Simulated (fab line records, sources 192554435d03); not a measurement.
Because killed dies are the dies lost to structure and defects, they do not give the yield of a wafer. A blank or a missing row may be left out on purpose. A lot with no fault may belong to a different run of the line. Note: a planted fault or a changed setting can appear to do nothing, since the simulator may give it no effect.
A struck lot beside a sound one ; flow n5Finfet ; 15 out of 1938 route steps
Sound: wafers L266.3, L266.4, L266.6. Struck: wafers L270.1, L270.4. (L270.2 of the same lot was not struck and is left out.) The cause comes at the end.
At each step with rows: each side's tool, then ch and its chambers, then its first start. Under that, the readings that differ: sound wafers ; struck wafers ; difference of the means ; sigmas: that difference in standard deviations of wafers without a fault.
alike: a reading whose means differ by less than 2 such deviations, as well as words and numbers matching on both sides. not compared: withheld readings; readings where some wafer has no value; bounds like >300 that might hide an equal value; numbers whose values overlap and for which the record gives no deviation.
Wherever a step has rows on one side only, a row that says differs or no value, or a row with sigmas, the two part there. Numbers that don't overlap but have no deviation are shown without sigmas and don't part them. Lack of a reading on every wafer of one side parts them only where that side has two or more wafers.

first, 1 step without rows for these wafers: N5_DUMMY_GATE_DESCUM_20 (chemistry O2, time 6.2 s).
N5_DUMMY_GATE_ETCH_29: etches underlayer in N2/H2, target depth 13 nm.
  sound on rieDiel-06 ch 0,1,3, day 4 02:28; struck on rieDiel-06 ch 0,2, day 4 22:20
  alike: drypumpMotorCurrentA, oesProductAu, rfVppV, showerheadPlenumPTorr, throttleValvePct
  not compared: rfHoursCounterH
then, 1 step without rows for these wafers: N5_DUMMY_GATE_ETCH_36 (etches SiARC in CF4, target depth 13 nm).
N5_DUMMY_GATE_ETCH_37: etches SOC in N2/H2, target depth 60 nm, overetch 30 nm.
  sound on rieDiel-06 ch 0,1,3, day 4 02:32; struck on rieDiel-06 ch 0,2, day 4 22:25
  alike: drypumpMotorCurrentA, oesProductAu, rfVppV, showerheadPlenumPTorr, throttleValvePct
  not compared: rfHoursCounterH
then, 3 steps without rows for these wafers: N5_DUMMY_GATE_STRIP_38 (strips in N2/H2); N5_DUMMY_GATE_STRIP_39 (strips in N2/H2); N5_DUMMY_GATE_TRIM_49 (chemistry O2, time 29 s, target cd 14 nm).
N5_DUMMY_GATE_STRIP_40: strips in CF4.
  sound on rieDiel-03 ch 0,1,3, day 4 02:43; struck on rieDiel-06 ch 0,2, day 4 22:50
  alike: drypumpMotorCurrentA, oesProductAu, rfVppV, showerheadPlenumPTorr, throttleValvePct
  not compared: rfHoursCounterH
N5_DUMMY_GATE_CD_MEAS_50: the cd target is 14 nm.
  sound on cdSem-01 at day 4 02:47; struck on cdSem-03 at day 4 22:53
  alike: cdNm
then, 1 step without rows for these wafers: N5_DUMMY_GATE_ETCH_31 (etches SiO2 in C4F6/O2, target depth 82.5 nm, time 27.5 s).
N5_DUMMY_GATE_STRIP_41: strips in O2.
  sound on rieDiel-06 ch 0,1, day 4 02:52; struck on rieDiel-06 ch 2,3, day 4 22:59
  alike: drypumpMotorCurrentA, oesProductAu, rfVppV, showerheadPlenumPTorr, throttleValvePct
  not compared: rfHoursCounterH
N5_DUMMY_GATE_HM_OPEN_21: chemistry CH3F/O2, target SiNx, target depth 120 nm, time 171.4 s.
  sound on rieDiel-06 ch 0,1, day 4 02:55; struck on rieDiel-06 ch 2,3, day 4 23:01
  alike: O2_flow_sccm, drypumpMotorCurrentA, oesProductAu, rfVppV, showerheadPlenumPTorr, throttleValvePct
  not compared: rfHoursCounterH
N5_DUMMY_GATE_ETCH_32: etches SiO2 in CF4, target depth 3.5 nm, time 3.9 s.
  sound on rieSi-01 ch 0,1,2, day 4 03:04; struck on rieSi-02 ch 0,2, day 4 23:11
reading;sound;struck;difference;sigmas
model.etch.depthNm (nm);3.556 3.482 3.584;2.469 2.524;-1.044;
  alike: drypumpMotorCurrentA, oesProductAu, throttleValvePct
  not compared: rfHoursCounterH, model.SiO2_of_DUMMY_GATE_PECVD_30.thkNm
then, 1 step without rows for these wafers: N5_DUMMY_GATE_ETCH_23 (etches poly-Si in HBr/Cl2/O2, target depth 41 nm, time 22.3 s).
-- record jumps: 5 days separate the struck wafers' starts on either side; left off in module DUMMY_GATE, taken up again in module BEOL_M4, whose first shown step is the route's number 1111 --
N5_BEOL_M4_RC_MEAS_101:
  sound on prober-02 ch 0, day 9 22:16; struck on prober-02 ch 0, day 9 22:53
  alike: DIBL_N, DIBL_P, IOFF_N, IOFF_P, ION_N, ION_P, SS_N, SS_P, VT_N, VT_P

WHERE THEY PART
Nowhere in this record.

WHY: whatever the simulator had introduced
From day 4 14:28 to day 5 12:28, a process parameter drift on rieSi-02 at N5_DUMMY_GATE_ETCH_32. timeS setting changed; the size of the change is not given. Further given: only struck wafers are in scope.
